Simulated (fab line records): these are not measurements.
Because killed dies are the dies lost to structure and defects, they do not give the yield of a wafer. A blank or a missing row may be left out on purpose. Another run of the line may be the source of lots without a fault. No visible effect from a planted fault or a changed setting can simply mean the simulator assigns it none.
Chamber matching + flow n5 finfet + N5_FIN_SAQP_PECVD_48 on pecvd-01 has 3 sister chambers
The step deposits SiNx from SiH4/NH3/N2, target thk 25 nm, time 22.1 s. 3 wafers are shown with their chamber, then 12 later ones without.

## WAFERS, EACH WITH ITS CHAMBER
| wafer  | chamber | throttle valve pct (%) |
|--------|---------|------------------------|
| L087.3 | 2       | 38.9                   |
| L088.5 | 0       | 43.1                   |
| L088.6 | 1       | 40.2                   |

## WAFERS WITH NO CHAMBER GIVEN
| wafer  | throttle valve pct (%) |
|--------|------------------------|
| L090.1 | 39.1                   |
| L090.2 | 39.8                   |
| L090.3 | 43.1                   |
| L091.2 | 39.6                   |
| L091.4 | 43.1                   |
| L091.5 | 39.6                   |
| L093.1 | 40.0                   |
| L093.3 | 39.2                   |
| L093.5 | 43.3                   |
| L096.2 | 39.8                   |
| L096.4 | 43.2                   |
| L096.6 | 39.2                   |

## WHICH CHAMBER EACH WENT THROUGH
| wafer  | from the rows above     | in truth |
|--------|-------------------------|----------|
| L090.1 | 2                       | 2        |
| L090.2 | can't be placed: 1 or 2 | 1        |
| L090.3 | 0                       | 0        |
| L091.2 | can't be placed: 1 or 2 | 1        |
| L091.4 | 0                       | 0        |
| L091.5 | can't be placed: 1 or 2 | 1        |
| L093.1 | 1                       | 1        |
| L093.3 | 2                       | 2        |
| L093.5 | 0                       | 0        |
| L096.2 | can't be placed: 1 or 2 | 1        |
| L096.4 | 0                       | 0        |
| L096.6 | 2                       | 2        |
Correct placement for 8 of the 12. These rows do not allow placing 4 (true chamber among the candidates in 4). 0 placed wrongly.
How it was worked out, from the rows above alone: a wafer's distance from a chamber is the root of the sum, over the readings, of the square of ((its reading less the chamber's mean) divided by the reading's scatter). If the next closest chamber is less than 2 further off than the closest, the wafer can't be placed; otherwise it belongs to the closest. A chamber's mean is the mean of its shown wafers. The scatter (one wafer shown for each chamber): square how far every hidden wafer sits from the nearest shown wafer, average those squares and take the square root.
